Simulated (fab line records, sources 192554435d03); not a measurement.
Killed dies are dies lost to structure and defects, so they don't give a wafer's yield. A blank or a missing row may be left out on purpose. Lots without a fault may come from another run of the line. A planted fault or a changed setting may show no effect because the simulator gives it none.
Chamber matching | flow n5_finfet | N5_BEOL_M0_SAQP_STRIP_108 on rie_diel-06: 4 sister chambers
The step strips in N2/H2. 7 wafers are shown with their chamber, then 7 later ones without.

WAFERS WITH THEIR CHAMBER
wafer  | chamber | drypump_motor_current_A (A) | showerhead_plenum_p_Torr (Torr)
L079.1 | 3       | 6.0                         | 3.19
L084.4 | 2       | 6.1                         | 3.44
L089.2 | 3       | 6.0                         | 3.18
L089.3 | 0       | 5.2                         | 3.11
L089.6 | 1       | 6.5                         | 3.33
L090.3 | 1       | 6.5                         | 3.33
L090.4 | 0       | 5.3                         | 3.11

WAFERS WITHOUT THEIR CHAMBER
wafer  | drypump_motor_current_A (A) | showerhead_plenum_p_Torr (Torr)
L090.5 | 6.5                         | 3.33
L094.1 | 5.2                         | 3.11
L094.2 | 6.0                         | 3.17
L094.5 | 5.2                         | 3.11
L097.2 | 6.1                         | 3.42
L097.3 | 6.5                         | 3.32
L097.6 | 6.0                         | 3.17

WHICH CHAMBER EACH WENT THROUGH
wafer  | from the rows above | in truth
L090.5 | 1                   | 1
L094.1 | 0                   | 0
L094.2 | 3                   | 3
L094.5 | 0                   | 0
L097.2 | 2                   | 2
L097.3 | 1                   | 1
L097.6 | 3                   | 3
Placed correctly: 7 of 7. Can't be placed from these rows: 0. Placed wrongly: 0.
How it was worked out, from the rows above alone: a wafer's distance from a chamber is the root of the sum, over the readings, of the square of ((its reading less the chamber's mean) divided by the reading's scatter). The wafer belongs to the nearest chamber; if the next one is less than 2 further off, it can't be placed. A chamber's mean is the mean of its shown wafers. The scatter: the root of (the sum of the squares of (reading less its chamber's mean) over the shown wafers, divided by (wafers less chambers)).
